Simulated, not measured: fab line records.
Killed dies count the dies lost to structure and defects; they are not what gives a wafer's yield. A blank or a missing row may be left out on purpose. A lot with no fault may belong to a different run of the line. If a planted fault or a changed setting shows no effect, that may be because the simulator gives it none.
Which tool did it?	flow nandHarc	36 wafers from 12 lots sampled at 6 of the route's 1159 steps

WHAT EACH GAUGE READ, for each wafer
NHARC_P_GATE_CD_MEAS_46: the cd target is 720 nm.
lot	measured	on	cdNm (nm)
L647	day 5 12:01	cdSem-01	721.9 721.0 721.1
L648	day 5 13:28	cdSem-02	721.3 722.0 721.8
L649	day 5 19:37	cdSem-01	721.5 722.3 721.5
L651	day 6 01:49	cdSem-01	719.1 718.8 719.0
L653	day 6 17:46	cdSem-01	717.5 720.2 719.5
L654	day 6 20:06	cdSem-03	722.9 719.7 721.9
L655	day 7 12:56	cdSem-02	- - -
L659	day 8 12:41	cdSem-02	723.6 722.6 722.3
L667	day 10 02:28	cdSem-02	717.3 717.8 720.3
L669	day 10 18:46	cdSem-02	719.5 719.3 717.8
L668	day 10 18:36	cdSem-02	723.5 721.7 719.8
L670	day 10 23:43	cdSem-03	720.0 717.7 722.7

NHARC_END_SORT_01.
lot	measured	on	killedAtArray	killedAtOther	killedAtPeriphery	killedDies	killedOpen	killedShort
L655	day 21 19:02	prober-02	29 33 29	1 2 2	647 642 646	677 677 677	6 6 2	0 3 0

EACH LOT AND THE TOOL THAT RAN IT (in order: tool; ch and the chambers of the sampled wafers; start)
lot	NHARC_P_GATE_ETCH_104	NHARC_P_GATE_EXPOSE_43	NHARC_P_GATE_STRIP_75	NHARC_P_GATE_STRIP_112
L647	rieDiel-13 ch 0,1,3, day 4 23:14	krfScanner-03 ch 0, day 5 11:51	plasmaAsher-02 ch 0,1, day 5 12:50	plasmaAsher-01 ch 0,1, day 5 14:13
L648	rieDiel-01 ch 1,2,3, day 4 23:30	krfScanner-02 ch 0, day 5 13:19	plasmaAsher-02 ch 0,1, day 5 14:20	plasmaAsher-02 ch 0,1, day 5 15:52
L649	rieDiel-01 ch 2,3, day 5 07:35	krfScanner-03 ch 0, day 5 19:28	plasmaAsher-01 ch 0,1, day 5 20:32	plasmaAsher-01 ch 0,1, day 5 22:02
L651	rieDiel-07 ch 1,2,3, day 5 07:59	krfScanner-01 ch 0, day 6 01:39	plasmaAsher-01 ch 0,1, day 6 02:38	plasmaAsher-02 ch 0,1, day 6 04:06
L653	rieDiel-07 ch 1,2,3, day 6 05:47	krfScanner-01 ch 0, day 6 17:37	plasmaAsher-01 ch 0, day 6 18:37	plasmaAsher-02 ch 0,1, day 6 20:08
L654	rieDiel-07 ch 1,2,3, day 6 06:25	krfScanner-01 ch 0, day 6 19:56	plasmaAsher-01 ch 0,1, day 6 21:01	plasmaAsher-02 ch 0,1, day 6 22:38
L655	rieDiel-13 ch 1,3, day 7 01:18	krfScanner-01 ch 0, day 7 12:47	plasmaAsher-01 ch 1, day 7 13:50	plasmaAsher-02 ch 0,1, day 7 15:14
L659	rieDiel-07 ch 0,2,3, day 8 00:49	krfScanner-01 ch 0, day 8 12:32	plasmaAsher-02 ch 0,1, day 8 13:34	plasmaAsher-01 ch 0,1, day 8 15:03
L667	rieDiel-13 ch 0,1,2, day 9 14:46	krfScanner-01 ch 0, day 10 02:19	plasmaAsher-02 ch 0,1, day 10 03:19	plasmaAsher-01 ch 0,1, day 10 04:53
L669	rieDiel-13 ch 0,1, day 10 04:38	krfScanner-03 ch 0, day 10 18:37	plasmaAsher-02 ch 0,1, day 10 19:38	plasmaAsher-02 ch 0,1, day 10 21:10
L668	rieDiel-01 ch 0,1,3, day 10 04:56	krfScanner-01 ch 0, day 10 18:26	plasmaAsher-01 ch 0,1, day 10 19:26	plasmaAsher-01 ch 0,1, day 10 20:46
L670	rieDiel-13 ch 0,1,2, day 10 11:56	krfScanner-01 ch 0, day 10 23:34	plasmaAsher-01 ch 0,1, day 11 00:34	plasmaAsher-02 ch 0,1, day 11 02:01
- NHARC_P_GATE_ETCH_104: etches the open film in CF4/CHF3, target depth 60 nm.
- NHARC_P_GATE_EXPOSE_43: exposes mask P NSD, target cd 720 nm.
- NHARC_P_GATE_STRIP_75: strips in O2.
- NHARC_P_GATE_STRIP_112: strips in N2/H2, time 200 s.

WHAT THE TOOLS THEMSELVES READ (means of the sampled wafers that have a number; where no wafer has one, the mark that the record gives instead)
NHARC_P_GATE_ETCH_104.
lot	tool	drypumpMotorCurrentA (A)	oesProductAu (a.u.)	rfVppV (V)	showerheadPlenumPTorr (Torr)	throttleValvePct (%)
L647	rieDiel-13	5.5	0.935	369.3	1.55	16.812
L648	rieDiel-01	5.5	0.943	370.2	1.57	16.802
L649	rieDiel-01	5.8	0.928	372.2	1.61	16.800
L651	rieDiel-07	5.6	0.937	371.0	1.58	16.808
L653	rieDiel-07	5.6	0.914	371.0	1.58	16.814
L654	rieDiel-07	5.6	0.916	370.3	1.58	16.817
L655	rieDiel-13	5.8	0.979	370.6	1.59	16.810
L659	rieDiel-07	5.7	0.938	372.4	1.62	16.805
L667	rieDiel-13	5.5	0.964	368.6	1.51	16.806
L669	rieDiel-13	5.3	0.966	368.7	1.51	16.803
L668	rieDiel-01	5.7	0.927	369.0	1.51	16.805
L670	rieDiel-13	5.5	0.918	368.7	1.51	16.811

NHARC_P_GATE_EXPOSE_43.
lot	tool	stageVelMmS (mm/s)
L647	krfScanner-03	500.0
L648	krfScanner-02	500.4
L649	krfScanner-03	499.6
L651	krfScanner-01	500.5
L653	krfScanner-01	500.3
L654	krfScanner-01	500.1
L655	krfScanner-01	499.9
L659	krfScanner-01	499.8
L667	krfScanner-01	500.2
L669	krfScanner-03	499.5
L668	krfScanner-01	499.6
L670	krfScanner-01	499.8

NHARC_P_GATE_STRIP_75.
lot	tool	drypumpMotorCurrentA (A)	heaterPowerW (W)
L647	plasmaAsher-02	5.7	353
L648	plasmaAsher-02	5.7	355
L649	plasmaAsher-01	5.7	320
L651	plasmaAsher-01	5.7	321
L653	plasmaAsher-01	5.9	323
L654	plasmaAsher-01	5.4	322
L655	plasmaAsher-01	5.2	330
L659	plasmaAsher-02	5.7	353
L667	plasmaAsher-02	5.7	329
L669	plasmaAsher-02	5.7	333
L668	plasmaAsher-01	5.7	324
L670	plasmaAsher-01	5.7	324

NHARC_P_GATE_STRIP_112.
lot	tool	drypumpMotorCurrentA (A)	heaterPowerW (W)
L647	plasmaAsher-01	5.7	86
L648	plasmaAsher-02	5.7	93
L649	plasmaAsher-01	5.7	85
L651	plasmaAsher-02	6.0	97
L653	plasmaAsher-02	5.7	94
L654	plasmaAsher-02	5.7	93
L655	plasmaAsher-02	6.0	98
L659	plasmaAsher-01	5.7	86
L667	plasmaAsher-01	5.4	87
L669	plasmaAsher-02	6.0	94
L668	plasmaAsher-01	5.4	87
L670	plasmaAsher-02	6.0	94

THE ANSWER, worked out from the rows above alone
Rule: the lots themselves supply what counts as usual. Put in order of their means at a reading, lots are off if they are a third of the lots or fewer, leave a main group of 4 or more, and stand apart from it by a gap of 3 or more times the standard deviation of the main group's means; of several such gaps the widest counts. If all means in a main group match to the digits the tables above print for the reading, that group is not used. Also off: a lot with no number at a reading for which 4 or more lots have one. The other lots that the step has rows for count as sound. First the gauges in route order, then the tools' own readings, where a lot's mean is used as printed above. The first step at which some lot is off is used, and at that step the reading that is off furthest; a lot without a number counts as furthest.
Off: L655, at NHARC_P_GATE_CD_MEAS_46 (cdNm). Without a number there: L655. The main group: mean 720.6 nm, standard deviation 1.4.
If a tool, at a process step before that reading, ran all the lots that are off and no sound lot after the first of them, it fits. The gauges at NHARC_P_GATE_CD_MEAS_46 aren't tried: what is off there is off at NHARC_P_GATE_STRIP_75 too, on other tools, and a gauge's error can't cause that. Not one of the candidates tried fits.

WHAT WAS PUT IN BY THE SIMULATOR
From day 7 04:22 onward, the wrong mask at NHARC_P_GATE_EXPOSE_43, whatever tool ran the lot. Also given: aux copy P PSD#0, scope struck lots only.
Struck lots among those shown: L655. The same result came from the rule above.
